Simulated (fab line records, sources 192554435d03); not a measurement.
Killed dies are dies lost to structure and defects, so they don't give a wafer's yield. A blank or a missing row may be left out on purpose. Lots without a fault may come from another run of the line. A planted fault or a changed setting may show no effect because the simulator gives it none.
fab line records | flow n5_finfet
record lots=11 wafers=27 last_day=17
route steps=1938 shown BEOL_M15@1807 PASSIVATION@1936
lots that met no fault: from a run of the same line without faults
start_h: hours from the record's first day to the start of the lot's first wafer shown | wait_h: hours since the lot's step before | " the same as in the row above | L1.1+2: a row that stands for several wafers | - no value, or no start given | * or withheld: withheld | < > ~ a bound
route shown NAME@n: a module of which the file shows steps, and the number in the route of the first | usual: mean/standard deviation of fault-free wafers | same: alike in all rows | chamber/n: place in a boat | sites: the reading at each site | _std_site: their standard deviation | _edge_site: outer sites' mean less inner sites' | radius_mm: how far each site lies from the wafer's centre | mask NAME#n: copy n | behind: the tool/chamber that last shaped the wafer | hold: why the lot was held/for how many hours/how that ended | device: the transistor (n, p or np) that didn't switch | end of line: the same wafers' tests at the end of the route | a step without rows: its recipe alone | killed: dies lost to structure and defects at the first sort, not the wafer's yield | map: a wafer's dies, x killed, . not, _ none there
set.NAME: the setting as run; set.NAME@STEP: as run at that earlier step | model.NAME: the simulator's own value behind a step, which no gauge read
steps of the route over a sample of lots; a table a step, a row a wafer
services: from which hour (start_h, from the record's first day; less than 0 if before it) a tool's chamber was out of use, for how many hours, and why
## steps
# step N5_BEOL_M15_DESCUM_33
# recipe chemistry=O2 time_s=7.9 source_power_w=50 bias_power_w=20 pressure_mtorr=20 rf_frequency_hz=2.712e+07 temp_c=40 o2_flow_sccm=225
# usual drypump_motor_current_A=5.5/0.56 oes_product_au=0.82/0.093 rf_vpp_V=243.3/1.7 showerhead_plenum_p_Torr=2.10/0.09 throttle_valve_pct=20.44/0.2
# columns lot.wafer tool chamber start_h wait_h drypump_motor_current_A oes_product_au rf_hours_counter_h rf_vpp_V showerhead_plenum_p_Torr throttle_valve_pct
L292.4 rie_diel-02 2 253.27 0.0 5.6 0.82 - 242.5 2.02 20.47
L292.5 " 0 " " 5.7 0.73 - 242.4 1.93 20.78
L292.6 " 3 " " 6.0 0.92 - 245.9 2.13 20.07
L294.3 rie_diel-03 0 269.30 0.5 5.9 0.68 215 245.1 2.18 20.42
L294.6 " 1 " " 5.0 0.84 - 245.9 2.21 20.18
L296.1 rie_diel-03 0 279.61 0.0 5.9 0.67 217 244.9 2.18 20.43
L296.2 " 3 " " 6.4 1.01 2 245.0 2.24 20.18
L298.1 rie_diel-02 2 282.59 0.0 5.7 0.80 109 241.7 2.02 20.47
L298.6 " 0 " " 5.7 0.71 - 240.6 1.93 20.80
L300.4 rie_diel-03 1 295.84 0.1 5.1 0.82 74 244.4 2.20 20.19
L300.5 " 0 " " 5.9 0.67 - 243.1 2.17 20.44
L303.2 rie_diel-03 3 307.23 0.0 6.5 0.97 11 246.1 2.24 20.21
L303.3 " 1 " " 5.1 0.83 78 246.0 2.20 20.22
L303.6 " 0 " " 5.9 0.67 - 243.7 2.17 20.44
L304.5 rie_diel-06 2 327.00 0.0 4.7 0.92 - 242.5 2.05 20.35
L304.6 " 0 " " 6.2 0.96 - 246.1 2.22 20.44
L308.2 rie_diel-06 1 345.37 0.0 5.4 0.74 150 244.9 2.16 20.25
L308.6 " 2 " " 4.7 0.91 - 243.7 2.05 20.36
L312.2 rie_diel-06 1 367.91 0.1 5.4 0.75 157 244.1 2.16 20.29
L312.5 " 3 " " 4.8 0.79 - 244.7 2.09 20.52
L312.6 " 2 " " 4.7 0.90 - 242.1 2.05 20.35
L313.4 rie_diel-06 1 377.58 0.0 5.4 0.73 160 245.1 2.16 20.27
L313.5 " 1 " " 5.4 0.73 - 244.9 2.16 20.25
L313.6 " 2 " " 4.7 0.89 - 243.0 2.05 20.38
L314.2 rie_diel-06 0 391.78 0.0 6.3 0.91 28 244.4 2.21 20.48
L314.4 " 1 " " 5.4 0.73 164 245.1 2.16 20.28
L314.6 " 3 " " 4.8 0.78 - 242.9 2.09 20.53
# step N5_BEOL_M15_ETCH_61
# recipe chemistry=N2/H2 target=BARC target_depth_a=890 overetch_a=267 time_s=67.9 ion_energy_ev=200 pressure_mtorr=30 source_w=840 bias_w=150 n2_flow_sccm=200 h2_flow_sccm=200
# usual drypump_motor_current_A=5.5/0.56 oes_product_au=0.70/0.075 rf_vpp_V=524/3.2 run_length_s=91.3/0.51 showerhead_plenum_p_Torr=2.55/0.11 throttle_valve_pct=17.84/0.26
# columns lot.wafer tool chamber start_h wait_h drypump_motor_current_A oes_product_au rf_hours_counter_h rf_vpp_V run_length_s showerhead_plenum_p_Torr throttle_valve_pct
L292.4 rie_diel-02 2 253.31 0.0 5.7 0.70 - 523 91.6 2.44 17.84
L292.5 " 0 " " 5.7 0.63 - 519 91.1 2.35 18.35
L292.6 " 3 " " 6.0 0.79 - 527 91.6 2.61 17.61
L294.3 rie_diel-03 0 269.33 0.0 6.0 0.59 215 527 90.1 2.63 17.80
L294.6 " 1 " " 5.0 0.71 - 527 91.9 2.70 17.71
L296.1 rie_diel-03 0 279.64 0.0 5.9 0.59 217 527 90.6 2.63 17.81
L296.2 " 3 " " 6.4 0.84 2 528 91.2 2.71 17.44
L298.1 rie_diel-02 2 282.63 0.0 5.6 0.69 109 522 91.7 2.44 17.86
L298.6 " 0 " " 5.7 0.61 - 517 91.1 2.35 18.37
L300.4 rie_diel-03 1 295.87 0.0 5.1 0.70 74 528 91.6 2.69 17.73
L300.5 " 0 " " 5.9 0.59 - 527 90.7 2.63 17.81
L303.2 rie_diel-03 3 307.27 0.0 6.5 0.77 11 529 99.0 2.71 17.42
L303.3 " 1 " " 5.0 0.70 78 529 91.4 2.69 17.73
L303.6 " 0 " " 5.9 0.58 - 527 90.9 2.62 17.82
L304.5 rie_diel-06 2 327.04 0.0 4.7 0.79 - 522 92.1 2.49 17.81
L304.6 " 0 " " 6.2 0.81 - 528 91.1 2.73 18.06
L308.2 rie_diel-06 1 345.40 0.0 5.4 0.64 150 527 91.3 2.62 17.59
L308.6 " 2 " " 4.7 0.78 - 522 92.4 2.49 17.81
L312.2 rie_diel-06 1 367.95 0.0 5.4 0.64 157 526 91.0 2.62 17.59
L312.5 " 3 " " 4.7 0.66 - 525 91.7 2.53 17.89
L312.6 " 2 " " 4.7 0.77 - 521 92.7 2.49 17.83
L313.4 rie_diel-06 1 377.62 0.0 5.4 0.63 160 528 91.1 2.62 17.60
L313.5 " 1 " " 5.4 0.64 - 527 91.3 2.62 17.61
L313.6 " 2 " " 4.7 0.77 - 522 92.3 2.49 17.85
L314.2 rie_diel-06 0 391.82 0.0 6.2 0.76 28 528 91.3 2.72 18.08
L314.4 " 1 " " 5.4 0.63 164 526 91.1 2.62 17.60
L314.6 " 3 " " 4.7 0.66 - 524 91.3 2.53 17.90
# step N5_BEOL_M15_STRIP_37
# recipe chemistry=O2 power_w=600 temp_c=60 pressure_mtorr=30 rf_frequency_hz=6e+07 bias_power_w=0 overash_fraction=0.3 o2_flow_sccm=225
# usual drypump_motor_current_A=5.6/0.5 oes_product_au=0.81/0.088 rf_vpp_V=3.7/0.57 showerhead_plenum_p_Torr=2.09/0.093 throttle_valve_pct=16.70/0.22
# columns lot.wafer tool chamber start_h wait_h drypump_motor_current_A oes_product_au rf_hours_counter_h rf_vpp_V showerhead_plenum_p_Torr throttle_valve_pct
L292.4 rie_diel-03 2 - - 5.3 0.84 - 3.2 2.05 16.82
L292.5 " 3 " " 6.5 0.69 - 3.9 1.98 16.86
L292.6 " 1 " " 5.0 0.84 - 3.3 2.21 16.40
L294.3 rie_diel-06 3 - - 4.8 0.80 123 3.9 2.10 16.76
L294.6 " 1 " " 5.4 0.76 - 3.7 2.18 16.49
L296.1 rie_diel-03 3 - - 6.5 1.01 2 3.9 2.24 16.35
L296.2 " 0 " " 5.9 0.67 217 3.0 2.18 16.76
L298.1 rie_diel-02 2 - - 5.6 0.80 111 3.4 2.02 16.69
L298.6 " 0 " " 5.7 0.72 - 3.8 1.93 17.04
L300.4 rie_diel-02 2 - - 5.7 0.80 115 2.4 2.02 16.72
L300.5 " 3 " " 6.0 0.90 - 3.3 2.13 16.33
L303.2 rie_diel-06 2 - - 4.8 0.94 9 3.9 2.06 16.53
L303.3 " 0 " " 6.2 1.01 1 3.7 2.22 16.67
L303.6 " 2 " " 4.7 0.96 - 4.9 2.06 16.54
L304.5 rie_diel-02 3 - - 6.0 0.89 - 4.2 2.13 16.34
L304.6 " 1 " " 5.5 0.89 - 4.2 2.06 16.75
L308.2 rie_diel-06 0 - - 6.2 0.94 14 2.8 2.22 16.68
L308.6 " 0 " " 6.2 0.94 - 3.5 2.22 16.70
L312.2 rie_diel-03 2 - - 5.3 0.79 113 4.0 2.03 16.92
L312.5 " 3 " " 6.5 0.91 - 4.2 2.23 16.41
L312.6 " 1 " " 5.0 0.81 - 4.4 2.20 16.48
L313.4 rie_diel-02 3 - - 6.0 0.85 55 4.9 2.12 16.36
L313.5 " 3 " " 6.0 0.85 - 4.6 2.12 16.35
L313.6 " 2 " " 5.6 0.77 - 3.8 2.01 16.74
L314.2 rie_diel-06 2 - - 4.7 0.88 37 3.5 2.05 16.58
L314.4 " 3 " " 4.7 0.79 156 3.9 2.09 16.82
L314.6 " 3 " " 4.7 0.79 - 3.9 2.09 16.83
# step N5_BEOL_M15_ETCH_38
# recipe chemistry=CF4/N2 target=SiCN target_depth_a=1064 taper_deg=2 time_s=120.5 ion_energy_ev=150 mask_material=SiO2 pressure_mtorr=40 source_w=430 bias_w=70 Ar_flow_sccm=100 cf4_flow_sccm=60 n2_flow_sccm=60
# usual drypump_motor_current_A=5.6/0.5 mfc_ar_sccm=100.06/0.28 oes_product_au=0.80/0.08 rf_vpp_V=382.2/2.4 showerhead_plenum_p_Torr=2.20/0.099 throttle_valve_pct=15.47/0.21
# columns lot.wafer tool chamber start_h wait_h drypump_motor_current_A mfc_ar_sccm oes_product_au rf_hours_counter_h rf_vpp_V showerhead_plenum_p_Torr throttle_valve_pct
L292.4 rie_diel-03 2 - - 5.3 99.66 0.80 - 380.3 2.13 15.50
L292.5 " 3 " " 6.5 100.55 0.67 - 380.0 2.08 15.62
L292.6 " 1 " " 5.1 100.10 0.83 - 385.3 2.33 15.20
L294.3 rie_diel-06 3 - - 4.8 99.95 0.81 123 382.8 2.19 15.47
L294.6 " 1 " " 5.4 100.12 0.78 - 385.3 2.31 15.39
L296.1 rie_diel-03 3 - - 6.5 100.01 0.99 2 385.7 2.35 15.10
L296.2 " 0 " " 6.0 100.55 0.68 217 384.5 2.28 15.51
L298.1 rie_diel-02 2 - - 5.7 100.22 0.80 111 380.4 2.12 15.40
L298.6 " 0 " " 5.7 100.41 0.71 - 378.5 2.04 15.82
L300.4 rie_diel-02 2 - - 5.7 100.50 0.79 115 380.8 2.12 15.40
L300.5 " 3 " " 6.0 100.04 0.86 - 381.9 2.27 15.23
L303.2 rie_diel-06 2 - - 4.7 100.43 0.93 9 381.7 2.18 15.35
L303.3 " 0 " " 6.3 100.35 1.02 1 384.7 2.36 15.53
L303.6 " 2 " " 4.7 100.56 0.93 - 381.2 2.18 15.33
L304.5 rie_diel-02 3 - - 6.0 100.38 0.86 - 382.5 2.27 15.23
L304.6 " 1 " " 5.5 100.17 0.87 - 381.4 2.16 15.41
L308.2 rie_diel-06 0 - - 6.2 100.22 0.94 14 386.0 2.35 15.54
L308.6 " 0 " " 6.3 100.24 0.93 - 385.0 2.35 15.54
L312.2 rie_diel-03 2 - - 5.3 100.41 0.77 113 379.5 2.12 15.59
L312.5 " 3 " " 6.4 99.50 0.90 - 386.2 2.34 15.15
L312.6 " 1 " " 5.0 99.64 0.79 - 383.9 2.32 15.26
L313.4 rie_diel-02 3 - - 6.0 100.18 0.84 55 382.5 2.26 15.27
L313.5 " 3 " " 6.0 99.89 0.84 - 383.2 2.26 15.26
L313.6 " 2 " " 5.7 100.03 0.77 - 379.6 2.11 15.45
L314.2 rie_diel-06 2 - - 4.7 99.78 0.86 37 380.6 2.17 15.41
L314.4 " 3 " " 4.8 100.03 0.77 156 381.5 2.18 15.54
L314.6 " 3 " " 4.7 100.18 0.79 - 383.2 2.18 15.55
# step N5_PASSIVATION_PROBE_49
# usual defect_limited_yield=91.2/1.4 killed_at_M0_to_M3=32/9.3 killed_at_M4_up=14/4.9 killed_at_contacts=15/7.5 killed_at_front_end=40/11 killed_at_other=4/3.3 killed_dies=104/17 killed_open=68/14 killed_short=33/7.9 sort_bin_5_function=5.2/0.99 sort_bin_6_memory=3.2/0.65 sort_bin_8_speed=0.03/0.19 sort_n_pass=1076/17 sort_yield_pct=91.1/1.5
# same gross_dies=1180 killed_at_back_side=0 sort_bin_4_leakage[%]=0
# columns lot.wafer tool chamber start_h wait_h defect_limited_yield[%] killed_at_M0_to_M3 killed_at_M4_up killed_at_contacts killed_at_front_end killed_at_other killed_dies killed_open killed_short sort_bin_5_function[%] sort_bin_6_memory[%] sort_bin_8_speed[%] sort_n_pass sort_yield_pct[%]
L292.4 prober-01 - 272.95 0.2 91.9 18 25 20 26 7 96 67 29 4.8 3.2 0 1084 91.9
L292.5 prober-01 - 273.00 0.2 92.3 34 16 13 27 1 91 64 27 4.2 3.1 0 1089 92.3
L292.6 prober-01 - 273.05 0.3 93.9 26 11 7 27 1 72 54 17 3.9 1.9 0 1108 93.9
L296.1 prober-01 - 297.45 0.0 92.7 22 14 18 32 0 86 60 24 4.6 2.6 0 1094 92.7
L296.2 prober-01 - 297.50 0.1 87.8 44 18 27 55 0 144 104 38 7.3 4.6 0 1036 87.8
L300.4 prober-02 - 312.30 0.2 89.7 36 15 13 49 8 121 67 52 6.3 3.3 0 1059 89.7
L300.5 prober-02 - 312.35 0.2 88.9 32 14 26 46 13 131 82 41 7.1 3.7 0 1049 88.9
L303.2 prober-01 - 324.11 0.1 91.4 28 12 9 50 3 102 58 40 5.5 2.8 0 1078 91.4
L303.3 prober-01 - 324.16 0.1 93.0 22 10 11 39 1 83 61 20 4.3 2.5 0 1097 93.0
L303.6 prober-01 - 324.31 0.3 91.3 35 16 7 44 1 103 64 31 4.9 2.8 0 1077 91.3
L308.2 prober-01 - 365.91 0.1 91.7 31 9 16 31 11 98 64 25 5.1 3.0 0 1082 91.7
L308.6 prober-01 - 366.11 0.3 89.7 32 15 20 52 2 121 83 37 6.2 3.8 0 1059 89.7
# killed by level:class
L292.4 MOL_CONTACT_COAG:geometric_particle:open=18 BEOL_M4:geometric_particle:open=12 STI_FIN_REVEAL:geometric_particle:open=8 BEOL_M0_SAQP:geometric_particle:short=6 BEOL_M5:geometric_particle:open=6 BEOL_M0_SAQP:geometric_particle:open=4 STARTING-WAFER:geometric_particle:short=4 BEOL_M0:geometric_particle:open=3
L292.5 BEOL_M1:geometric_particle:open=10 MOL_CONTACT_COAG:geometric_particle:open=9 FIN_SAQP:geometric_particle:open=6 STI_FIN_REVEAL:geometric_particle:open=6 BEOL_M0:geometric_particle:open=6 BEOL_M0_SAQP:geometric_particle:open=5 BEOL_M4:geometric_particle:open=5 MOL_CONTACT_COAG:geometric_particle:short=4
L292.6 BEOL_M1:geometric_particle:open=10 STI_FIN_REVEAL:geometric_particle:open=9 MOL_CONTACT_COAG:geometric_particle:open=7 BEOL_M0_SAQP:geometric_particle:open=7 FIN_SAQP:geometric_particle:open=4 BEOL_M5:geometric_particle:open=4 STARTING-WAFER:geometric_particle:short=3 FIN_SAQP:geometric_particle:short=2
L296.1 MOL_CONTACT_COAG:geometric_particle:open=16 BEOL_M0_SAQP:geometric_particle:open=7 FIN_SAQP:geometric_particle:open=7 STI_FIN_REVEAL:geometric_particle:open=7 BEOL_M4:geometric_particle:open=7 FIN_SAQP:geometric_particle:short=5 DUMMY_GATE:geometric_particle:open=4 GATE_CUT:geometric_particle:short=4
L296.2 MOL_CONTACT_COAG:geometric_particle:open=24 FIN_SAQP:geometric_particle:open=13 FIN_SAQP:geometric_particle:short=11 BEOL_M1:geometric_particle:open=11 BEOL_M0_SAQP:geometric_particle:open=10 STI_FIN_REVEAL:geometric_particle:open=9 BEOL_M3:geometric_particle:open=7 GATE_CUT:geometric_particle:open=6
L300.4 FIN_SAQP:geometric_particle:short=18 MOL_CONTACT_COAG:geometric_particle:open=9 BEOL_M3:geometric_particle:open=9 BEOL_M0_SAQP:geometric_particle:short=8 BEOL_M1:geometric_particle:open=7 FIN_SAQP:geometric_particle:open=6 DUMMY_GATE:geometric_particle:open=6 STI_FIN_REVEAL:geometric_particle:open=4
L300.5 MOL_CONTACT_COAG:geometric_particle:open=16 DUMMY_GATE:geometric_particle:open=11 FIN_SAQP:geometric_particle:open=8 FIN_SAQP:geometric_particle:short=7 BEOL_M0_SAQP:geometric_particle:short=7 MOL_CONTACT_COAG:area_etch=7 BEOL_M3:geometric_particle:open=6 BEOL_M0_SAQP:geometric_particle:open=6
L303.2 FIN_SAQP:geometric_particle:short=19 BEOL_M0_SAQP:geometric_particle:open=11 MOL_CONTACT_COAG:geometric_particle:open=9 FIN_SAQP:geometric_particle:open=6 GATE_CUT:geometric_particle:short=6 BEOL_M1:geometric_particle:open=5 BEOL_M5:geometric_particle:open=5 STARTING-WAFER:geometric_particle:open=5
L303.3 FIN_SAQP:geometric_particle:open=13 FIN_SAQP:geometric_particle:short=10 MOL_CONTACT_COAG:geometric_particle:open=10 BEOL_M2:geometric_particle:open=8 BEOL_M3:geometric_particle:open=6 GATE_CUT:geometric_particle:open=5 BEOL_M1:geometric_particle:open=4 DUMMY_GATE:geometric_particle:open=3
L303.6 BEOL_M0_SAQP:geometric_particle:open=10 BEOL_M0_SAQP:geometric_particle:short=9 FIN_SAQP:geometric_particle:open=8 BEOL_M4:geometric_particle:open=8 HKMG_FIN:area_etch=7 DUMMY_GATE:geometric_particle:open=6 MOL_CONTACT_COAG:geometric_particle:open=6 BEOL_M2:geometric_particle:open=6
L308.2 MOL_CONTACT_COAG:geometric_particle:open=11 PASSIVATION:area_etch=9 BEOL_M3:geometric_particle:open=8 STI_FIN_REVEAL:geometric_particle:open=6 MOL_CONTACT_COAG:geometric_particle:short=5 BEOL_M0_SAQP:geometric_particle:open=5 BEOL_M1:geometric_particle:open=5 DUMMY_GATE:geometric_particle:open=4
L308.6 MOL_CONTACT_COAG:geometric_particle:open=15 STI_FIN_REVEAL:geometric_particle:open=14 BEOL_M3:geometric_particle:open=11 FIN_SAQP:geometric_particle:open=8 BEOL_M0_SAQP:geometric_particle:open=7 GATE_CUT:geometric_particle:short=6 DUMMY_GATE:geometric_particle:open=6 BEOL_M0_SAQP:geometric_particle:short=6
## services
# columns tool chamber start_h hours kind
rie_diel-03 3 257.80 - clean
rie_diel-03 3 257.80 - consumable_replace:focus_ring
rie_diel-03 3 257.80 - consumable_replace:showerhead
rie_diel-06 2 262.16 - clean
rie_diel-06 2 262.16 - consumable_replace:focus_ring
rie_diel-06 2 262.16 25.1 scheduled_down
rie_diel-06 2 262.16 25.1 vent_cycle
rie_diel-03 0 274.83 3.8 repair
rie_diel-06 3 276.39 6.5 repair
rie_diel-02 3 277.39 11.6 repair
rie_diel-06 0 287.31 - clean
rie_diel-06 0 287.31 - consumable_replace:focus_ring
rie_diel-06 0 287.31 - consumable_replace:showerhead
rie_diel-06 0 287.31 19.2 scheduled_down
rie_diel-06 0 287.31 19.2 vent_cycle
rie_diel-06 3 289.56 18.8 repair
rie_diel-02 3 297.64 18.1 repair
rie_diel-02 1 303.65 4.8 repair
rie_diel-06 1 313.27 20.2 repair
rie_diel-02 0 320.60 12.9 repair
rie_diel-03 2 336.02 2.5 repair
rie_diel-03 1 354.76 13.3 repair
rie_diel-03 0 362.06 14.1 repair
rie_diel-02 2 380.92 7.2 repair
## key
first_sign step=N5_BEOL_M15_ETCH_61 reading=run_length_s direction=up sigmas=15 usual=* struck=*
effect none on later readings
met_at N5_BEOL_M15_ETCH_61
struck_lots L303
struck_wafers L303.2
not_acting_at N5_BEOL_M15_DESCUM_33,N5_BEOL_M15_STRIP_37,N5_BEOL_M15_ETCH_38
onset_between 279.64 307.27
fault kind=process_parameter_drift tool=rie_diel-03 chamber=3 onset_h=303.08 steps=N5_BEOL_M15_ETCH_61 channel=time_s offset=* shape=step end_h=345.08 acts_in=* stated=*
